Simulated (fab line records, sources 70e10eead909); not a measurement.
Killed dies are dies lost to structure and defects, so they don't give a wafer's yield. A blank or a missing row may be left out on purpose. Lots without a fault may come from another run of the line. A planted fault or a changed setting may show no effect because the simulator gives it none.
A struck lot beside a sound one | flow nand_harc | 15 steps out of a route of 1159
Sound: wafers L573.1, L573.3, L573.5. Struck: wafer L566.4. (L566.1, L566.6 of the same lot were not struck and are left out.) The cause comes at the end.
At each step with rows: each side's tool, then ch and its chambers, then its first start. Under that, the readings that differ: sound wafers | struck wafers | difference of the means | sigmas: that difference in standard deviations of wafers without a fault.
alike: readings whose means differ by less than 2 such deviations, and words and numbers that are the same on both sides. not compared: withheld readings, readings that some wafer has no value for, bounds like >300 that may hide the same value, and numbers for which the record gives no deviation and whose values overlap.
The two part at a step that has a row with sigmas, a row that says differs or no value, or rows on one side only. Numbers that don't overlap but have no deviation are shown without sigmas and don't part them. A reading that every wafer of one side lacks parts them only if that side has two wafers or more.

first, 3 steps without rows for these wafers: NHARC_THIN_TSV_EXPOSE_09 (exposes mask TSV); NHARC_THIN_TSV_PEB_10 (peb time 85 s); NHARC_THIN_TSV_DEVELOP_11 (time 70 s).
NHARC_THIN_TSV_CD_MEAS_12: target cd 1000 nm.
  sound on cd_sem-02 ch 0, day 22 23:47; struck on cd_sem-01 ch 0, day 22 13:31
  alike: cd_nm
then, 1 step without rows for these wafers: NHARC_THIN_TSV_HARDBAKE_13 (time 80 s).
NHARC_THIN_TSV_DESCUM_14: chemistry O2, time 3 s.
  sound on rie_diel-01 ch 0,2,3, day 22 23:57; struck on rie_diel-01 ch 2, day 22 13:40
  alike: drypump_motor_current_A, o2_flow_sccm, oes_product_au, rf_vpp_V, showerhead_plenum_p_Torr, throttle_valve_pct
  not compared: rf_hours_counter_h
NHARC_THIN_TSV_ETCH_44: etches the open film in CF4/O2, target depth 1594.2 nm, time 797.1 s.
  sound on rie_diel-01 ch 1,2, day 23 00:01; struck on rie_diel-01 ch 0, day 22 13:49
  alike: drypump_motor_current_A, o2_flow_sccm, oes_product_au, rf_vpp_V, showerhead_plenum_p_Torr, throttle_valve_pct
  not compared: rf_hours_counter_h
NHARC_THIN_TSV_ETCH_15: target depth 3000 nm, bosch target overetch cycles 2, bosch etch step 2.8 s.
  sound on rie_si-05 ch 0,2,3, day 23 00:37; struck on rie_si-04 ch 1, day 22 14:21
  alike: drypump_motor_current_A
  not compared: rf_hours_counter_h
NHARC_THIN_TSV_CD_MEAS_16:
  sound on cd_sem-02, day 23 00:44; struck on cd_sem-03, day 22 14:28
  alike: cd_nm
then, 2 steps without rows for these wafers: NHARC_THIN_TSV_STRIP_45 (strips in O2); NHARC_THIN_TSV_STRIP_46 (strips in post etch residue remover, time 1200 s).
NHARC_THIN_TSV_DEP_47: deposits SiO2, target thk 200 nm.
  sound on pecvd-02 ch 1,2, day 23 01:37; struck on pecvd-01 ch 2, day 22 15:32
  alike: throttle_valve_pct
NHARC_THIN_TSV_ETCHBACK_48: etches the open film in C4F8/Ar, target depth 1028.5 nm, time 405.17 s.
  sound on rie_diel-01 ch 1,2,3, day 23 02:01; struck on rie_diel-11 ch 3, day 22 15:51
  reading            | sound             | struck | difference | sigmas
  rf_fwd_power_W (W) | 599.7 598.4 599.4 | 695.4  | +96.2      | +48
  alike: oes_product_au, rf_vpp_V
  not compared: rf_hours_counter_h
NHARC_THIN_TSV_STRIP_62: strips in N2/H2, time 20 s.
  sound on plasma_asher-02 ch 0,1, day 23 02:23; struck on plasma_asher-02 ch 0, day 22 16:26
  alike: drypump_motor_current_A, heater_power_w, temp_c
  not compared: rf_hours_counter_h
NHARC_END_SORT_01:
  the record has rows for the struck wafers here (prober-02 ch 0, day 23 05:38) and none for the sound ones

WHERE THEY PART
First at NHARC_THIN_TSV_ETCHBACK_48; last, within this record, at NHARC_END_SORT_01.

WHY: what the simulator had put in
Process parameter drift: rie_diel-11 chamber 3, from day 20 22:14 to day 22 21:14, at NHARC_THIN_TSV_ETCHBACK_48. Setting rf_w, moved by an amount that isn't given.
